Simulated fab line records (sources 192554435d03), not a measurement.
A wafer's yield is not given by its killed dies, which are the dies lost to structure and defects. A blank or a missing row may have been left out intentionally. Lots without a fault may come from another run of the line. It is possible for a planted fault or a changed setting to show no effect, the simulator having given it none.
The tool behind it: which one?    flow n5-finfet    24 wafers from 8 lots sampled at 5 of the route's 1938 steps

== WHAT EACH GAUGE READ, for each wafer ==
N5_BEOL_M4_RC_MEAS_101. Usual: DIBL_N 36.8 mV/V, standard deviation 1.5; DIBL_P 37.1 mV/V, standard deviation 2.1; IOFF_N 0.168 nA/um, standard deviation 0.03; IOFF_P 0.22 nA/um, standard deviation 0.034; ION_N 679 uA/um, standard deviation 12; ION_P 466 uA/um, standard deviation 8; SS_N 71.7 mV/dec, standard deviation 0.58; SS_P 73.5 mV/dec, standard deviation 0.67; VT_N 248.8 mV, standard deviation 2.7; VT_P -250 mV, standard deviation 3.3.
lot   measured      on         DIBL_N (mV/V)   DIBL_P (mV/V)   IOFF_N (nA/um)     IOFF_P (nA/um)  ION_N (uA/um)  ION_P (uA/um)  SS_N (mV/dec)   SS_P (mV/dec)   VT_N (mV)          VT_P (mV)       flag
L146  day 8 13:56   prober-02  36.8 37.9 37.9  36.8 38.8 37.6  0.162 0.184 0.190  0.26 0.29 0.26  690 689 704    482 479 486    71.3 71.8 71.9  73.5 74.2 73.5  248.8 249.6 246.3  -246 -242 -246  
L152  day 9 17:22   prober-01  38.6 35.1 37.7  40.4 36.2 38.2  0.222 0.148 0.178  0.23 0.16 0.20  688 680 673    457 458 457    71.9 70.8 72.5  74.1 72.7 73.5  245.8 249.5 249.2  -253 -257 -254  
L153  day 10 00:07  prober-02  40.3 36.5 38.9  41.8 36.5 41.4  0.264 0.150 0.217  0.28 0.18 0.27  698 660 677    468 452 467    72.5 70.7 72.4  74.9 74.0 74.1  243.8 251.1 244.8  -250 -253 -249  
L156  day 11 02:07  prober-02  34.3 36.4 35.6  32.5 34.9 34.2  0.132 0.166 0.152  0.19 0.22 0.21  662 676 670    465 470 461    70.9 71.2 71.0  73.3 73.4 74.0  250.2 247.7 249.4  -251 -250 -250  
L157  day 11 06:49  prober-02  41.2 36.5 35.5  40.8 34.4 32.9  0.240 0.138 0.124  0.32 0.21 0.18  677 662 657    468 464 455    72.2 71.1 71.1  76.2 73.5 72.4  245.5 253.0 253.3  -248 -251 -249  
L160  day 12 05:23  prober-01  35.7 33.8 37.9  36.8 33.9 39.5  0.139 0.118 0.169  0.22 0.17 0.27  681 674 676    472 468 471    71.1 70.9 71.7  73.4 72.4 73.9  252.4 253.6 244.6  -251 -252 -246  
L163  day 13 06:37  prober-02  38.9 36.8 38.6  37.8 35.5 36.7  0.177 0.135 0.174  0.19 0.17 0.18  678 675 683    460 459 462    72.3 70.8 72.4  73.9 73.3 73.7  247.2 254.0 249.3  -256 -256 -257  
L165  day 13 08:35  prober-02  33.4 34.7 36.5  33.0 34.8 36.2  0.126 0.147 0.164  0.19 0.22 0.26  679 681 678    469 472 474    71.3 71.5 72.4  72.9 73.4 73.0  252.8 252.4 248.7  -251 -247 -246  

== EACH LOT AND THE TOOL THAT RAN IT (in order: tool; ch and the chambers of the sampled wafers; start) ==
lot   N5_BEOL_M0_SAQP_DESCUM_19          N5_BEOL_M0_SAQP_SPACER1_ETCHBACK_99  N5_BEOL_M0_SAQP_ETCH_102          N5_BEOL_M0_SAQP_SPACER2_ETCHBACK_27
L146  rie-diel-04 ch 0,1,2, day 6 06:32  rie-diel-03 ch 1,2,3, day 6 07:55    rie-si-06 ch 0,1,3, day 6 08:18   rie-diel-05 ch 0,2,3, day 6 09:43
L152  rie-diel-03 ch 1,3, day 7 17:45    rie-diel-05 ch 1,2,3, day 7 19:07    rie-si-02 ch 1,2,3, day 7 19:28   rie-diel-05 ch 0,1,2, day 7 21:11
L153  rie-diel-04 ch 0,1,3, day 8 06:57  rie-diel-05 ch 0,1,2, day 8 08:42    rie-si-06 ch 0,1,2, day 8 09:05   rie-diel-05 ch 1,2,3, day 8 10:30
L156  rie-diel-04 ch 0,1, day 8 16:01    rie-diel-03 ch 0,1,2, day 8 18:03    rie-si-06 ch 2,3, day 8 18:24     rie-diel-04 ch 0,2,3, day 8 22:29
L157  rie-diel-05 ch 0,2,3, day 8 20:55  rie-diel-03 ch 0,2, day 8 23:05      rie-si-06 ch 1,2, day 8 23:27     rie-diel-03 ch 0,2, day 9 01:32
L160  rie-diel-04 ch 0,1,3, day 9 20:11  rie-diel-03 ch 1,3, day 9 21:47      rie-si-03 ch 0,2,3, day 9 22:07   rie-diel-05 ch 0,2, day 10 00:02
L163  rie-diel-03 ch 0,3, day 10 20:39   rie-diel-04 ch 1,3, day 10 22:13     rie-si-03 ch 1,3, day 10 22:34    rie-diel-03 ch 0,3, day 11 00:30
L165  rie-diel-05 ch 0,3, day 11 01:02   rie-diel-03 ch 0,1,2, day 11 02:35   rie-si-03 ch 1,2,3, day 11 02:55  rie-diel-04 ch 0,2,3, day 11 04:46
- N5_BEOL_M0_SAQP_DESCUM_19: chemistry O2, time 7.9 s.
- N5_BEOL_M0_SAQP_SPACER1_ETCHBACK_99: etches SiO2 in CHF3/O2, target depth 15.4 nm, time 7.7 s.
- N5_BEOL_M0_SAQP_ETCH_102: etches SiO2 in CF4, target depth 4 nm, time 4.4 s.
- N5_BEOL_M0_SAQP_SPACER2_ETCHBACK_27: etches SiO2 in CHF3/O2, target depth 22.5 nm, time 11.25 s.

== WHAT THE TOOLS THEMSELVES READ (means of the sampled wafers that have a number; where no wafer has one, the mark that the record gives instead) ==
N5_BEOL_M0_SAQP_DESCUM_19. Usual: drypump-motor-current-A 5.84 A, standard deviation 0.23; oes-product-au 0.76 a.u., standard deviation 0.073; rf-vpp-V 242.8 V, standard deviation 1.6; showerhead-plenum-p-Torr 2.07 Torr, standard deviation 0.082; throttle-valve-pct 20.56 %, standard deviation 0.2.
lot   tool         drypump-motor-current-A (A)  oes-product-au (a.u.)  rf-vpp-V (V)  showerhead-plenum-p-Torr (Torr)  throttle-valve-pct (%)  flag
L146  rie-diel-04  5.71                         0.76                   241.5         2.00                             20.33                   
L152  rie-diel-03  5.71                         0.71                   241.8         1.99                             20.54                   
L153  rie-diel-04  5.89                         0.77                   242.4         2.03                             20.45                   
L156  rie-diel-04  5.67                         0.77                   242.4         2.00                             20.36                   
L157  rie-diel-05  5.88                         0.77                   242.6         2.10                             20.68                   
L160  rie-diel-04  5.91                         0.77                   242.0         2.03                             20.45                   
L163  rie-diel-03  6.12                         0.79                   244.0         2.13                             20.57                   
L165  rie-diel-05  5.91                         0.72                   241.9         2.02                             20.71                   

N5_BEOL_M0_SAQP_SPACER1_ETCHBACK_99. Usual: CHF3_flow_sccm 49.99 sccm, standard deviation 0.14; drypump-motor-current-A 5.84 A, standard deviation 0.24; mfc-ar-sccm 200.0 sccm, standard deviation 0.64; oes_o_777_au 0.77 a.u., standard deviation 0.076; oes-product-au 0.77 a.u., standard deviation 0.081; rf-vpp-V 527 V, standard deviation 11; showerhead-plenum-p-Torr 2.42 Torr, standard deviation 0.093; throttle-valve-pct 19.03 %, standard deviation 0.17.
lot   tool         CHF3_flow_sccm (sccm)  drypump-motor-current-A (A)  mfc-ar-sccm (sccm)  oes_o_777_au (a.u.)  oes-product-au (a.u.)  rf-vpp-V (V)  showerhead-plenum-p-Torr (Torr)  throttle-valve-pct (%)  flag
L146  rie-diel-03  49.98                  5.69                         199.8               0.75                 0.74                   528           2.37                             19.01                   
L152  rie-diel-05  49.96                  5.82                         200.4               0.78                 0.77                   513           2.43                             19.06                   
L153  rie-diel-05  49.96                  5.77                         200.6               0.77                 0.75                   511           2.44                             19.12                   
L156  rie-diel-03  50.01                  5.84                         200.0               0.75                 0.74                   531           2.40                             19.06                   
L157  rie-diel-03  50.04                  6.10                         199.8               0.74                 0.74                   537           2.42                             19.11                   
L160  rie-diel-03  50.01                  5.72                         200.6               0.89                 0.90                   530           2.49                             18.80                   
L163  rie-diel-04  49.93                  6.15                         200.5               0.76                 0.77                   519           2.38                             19.05                   
L165  rie-diel-03  50.16                  5.85                         199.8               0.73                 0.73                   530           2.39                             19.09                   

N5_BEOL_M0_SAQP_ETCH_102. Usual: drypump-motor-current-A 5.7 A, standard deviation 0.41; oes-product-au 1.010 a.u., standard deviation 0.02; throttle-valve-pct 21.74 %, standard deviation 0.14.
lot   tool       drypump-motor-current-A (A)  oes-product-au (a.u.)  throttle-valve-pct (%)  flag
L146  rie-si-06  5.8                          1.016                  21.77                   
L152  rie-si-02  5.6                          1.001                  21.95                   
L153  rie-si-06  5.6                          1.026                  21.75                   
L156  rie-si-06  5.9                          1.254                  21.79                   OFF
L157  rie-si-06  5.7                          1.277                  21.81                   OFF
L160  rie-si-03  6.0                          0.998                  21.56                   
L163  rie-si-03  5.3                          1.030                  21.67                   
L165  rie-si-03  5.6                          1.022                  21.63                   

N5_BEOL_M0_SAQP_SPACER2_ETCHBACK_27. Usual: CHF3_flow_sccm 50.01 sccm, standard deviation 0.14; drypump-motor-current-A 5.84 A, standard deviation 0.22; mfc-ar-sccm 200.1 sccm, standard deviation 0.56; oes_o_777_au 0.77 a.u., standard deviation 0.076; oes-product-au 0.77 a.u., standard deviation 0.078; rf-vpp-V 519 V, standard deviation 8.2; showerhead-plenum-p-Torr 2.40 Torr, standard deviation 0.094; throttle-valve-pct 19.02 %, standard deviation 0.21.
lot   tool         CHF3_flow_sccm (sccm)  drypump-motor-current-A (A)  mfc-ar-sccm (sccm)  oes_o_777_au (a.u.)  oes-product-au (a.u.)  rf-vpp-V (V)  showerhead-plenum-p-Torr (Torr)  throttle-valve-pct (%)  flag
L146  rie-diel-05  49.97                  5.88                         200.5               0.79                 0.79                   513           2.43                             19.17                   
L152  rie-diel-05  49.92                  5.76                         200.0               0.77                 0.75                   511           2.45                             19.12                   
L153  rie-diel-05  49.93                  5.84                         199.8               0.78                 0.76                   512           2.42                             19.06                   
L156  rie-diel-04  49.93                  5.80                         200.3               0.79                 0.81                   520           2.43                             18.97                   
L157  rie-diel-03  49.89                  5.88                         200.4               0.75                 0.74                   539           2.46                             19.02                   
L160  rie-diel-05  50.07                  5.81                         200.2               0.75                 0.74                   514           2.44                             19.27                   
L163  rie-diel-03  49.84                  5.95                         200.2               0.86                 0.87                   538           2.52                             18.85                   
L165  rie-diel-04  49.99                  5.81                         200.3               0.77                 0.78                   518           2.43                             18.98                   

== THE ANSWER, worked out from the rows above alone ==
Rule: a lot counts as off when the mean over its wafers that have a number is more than 3 standard deviations away from the usual mean. Also off: a lot with no number at a reading for which 4 or more lots have one. All remaining lots with rows at the step are treated as sound. First the gauges in route order, then the tools' own readings, where a lot's mean is used as printed above. The first step at which some lot is off is used, and at that step the reading that is off furthest; a lot without a number counts as furthest.
Off at N5_BEOL_M0_SAQP_ETCH_102 (oes-product-au): L156, L157.
If a tool, at that step or one of the process steps before it, ran each lot that is off and ran no sound lot following the first of them, it fits. One candidate fits, namely rie-si-06 at N5_BEOL_M0_SAQP_ETCH_102. Its last sound lot is L153 (day 8 09:05), its first lot that is off L156 (day 8 18:24): a fault that began between those two fits.
On the lots that are off, the tool's own readings at N5_BEOL_M0_SAQP_ETCH_102 differ by more than 5 times the standard deviation of the sound lots' means, which bears it out; oes-product-au reads 1.265 a.u. there versus 1.016 a.u. on the sound lots.

== WHAT HAD BEEN PUT IN BY THE SIMULATOR ==
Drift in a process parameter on rie-si-06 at N5_BEOL_M0_SAQP_ETCH_102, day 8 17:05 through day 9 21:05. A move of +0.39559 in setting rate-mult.
Lots struck among those shown: L156, L157. The same result came from the rule above.
